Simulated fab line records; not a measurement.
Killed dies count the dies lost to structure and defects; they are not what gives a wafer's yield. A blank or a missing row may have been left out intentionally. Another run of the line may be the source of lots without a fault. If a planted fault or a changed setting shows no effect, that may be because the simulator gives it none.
Matching of chambers ; flow n5-finfet ; N5_BEOL_M3_ETCH_64 on rie-diel-03 has 4 sister chambers
The step etches SOC in N2/H2, target depth 75 nm, overetch 15 nm, time 112.5 s. 20 wafers are shown with their chamber, then 10 later ones without.

== WAFERS, EACH WITH ITS CHAMBER ==
wafer;chamber;drypump-motor-current-A (A);showerhead-plenum-p-Torr (Torr);rf-vpp-V (V)
L074.1;3;6.3;2.48;521.9
L074.3;1;6.1;2.54;524.3
L074.5;2;6.1;2.61;525.3
L080.1;3;6.3;2.48;521.5
L080.3;0;4.9;2.44;520.7
L080.5;2;6.2;2.61;526.9
L082.1;3;6.3;2.48;522.7
L082.4;2;6.1;2.60;525.6
L082.5;1;6.1;2.53;524.2
L085.2;0;4.9;2.43;520.8
L085.5;1;6.1;2.53;523.8
L085.6;3;6.3;2.48;522.3
L088.2;3;6.3;2.47;521.5
L088.3;1;6.1;2.53;523.7
L088.4;0;4.9;2.43;521.3
L090.3;1;6.1;2.53;523.5
L090.4;3;6.3;2.47;521.5
L090.6;2;6.1;2.60;526.1
L091.2;1;6.1;2.52;523.5
L091.5;3;6.3;2.47;523.0

SIGNATURES (averages over the wafers above)
reading;chamber 0;chamber 1;chamber 2;chamber 3;scatter within a chamber
drypump-motor-current-A;4.900;6.100;6.125;6.300;0.0217
showerhead-plenum-p-Torr;2.4333;2.5300;2.6050;2.4757;0.0058
rf-vpp-V;520.933;523.833;525.975;522.057;0.535
Rule: for each reading, subtract the chamber's mean from the wafer's reading, divide by that reading's scatter and square the result; add these up over the readings and take the root, which gives the wafer's distance from the chamber. The wafer belongs to the nearest chamber; if the next one is less than 2 further off, it can't be placed. The scatter: the root of (the sum of the squares of (reading less its chamber's mean) over the shown wafers, divided by (wafers less chambers)).

== WAFERS WITHOUT THEIR CHAMBER ==
wafer;drypump-motor-current-A (A);showerhead-plenum-p-Torr (Torr);rf-vpp-V (V)
L091.6;6.2;2.60;526.0
L092.3;6.2;2.60;526.1
L092.5;6.1;2.60;527.0
L092.6;6.0;2.52;523.6
L093.2;6.3;2.47;522.7
L093.3;6.1;2.52;524.1
L093.4;4.9;2.43;520.4
L095.2;6.0;2.52;522.5
L095.5;4.9;2.43;520.0
L095.6;6.3;2.47;523.9

== EACH ONE'S CHAMBER ==
wafer;from the rows above;in truth
L091.6;2;2
L092.3;2;2
L092.5;2;2
L092.6;1;1
L093.2;3;3
L093.3;1;1
L093.4;0;0
L095.2;1;1
L095.5;0;0
L095.6;3;3
Correct placement for 10 of the 10. Can't be placed from these rows: 0. Placed wrongly: 0.
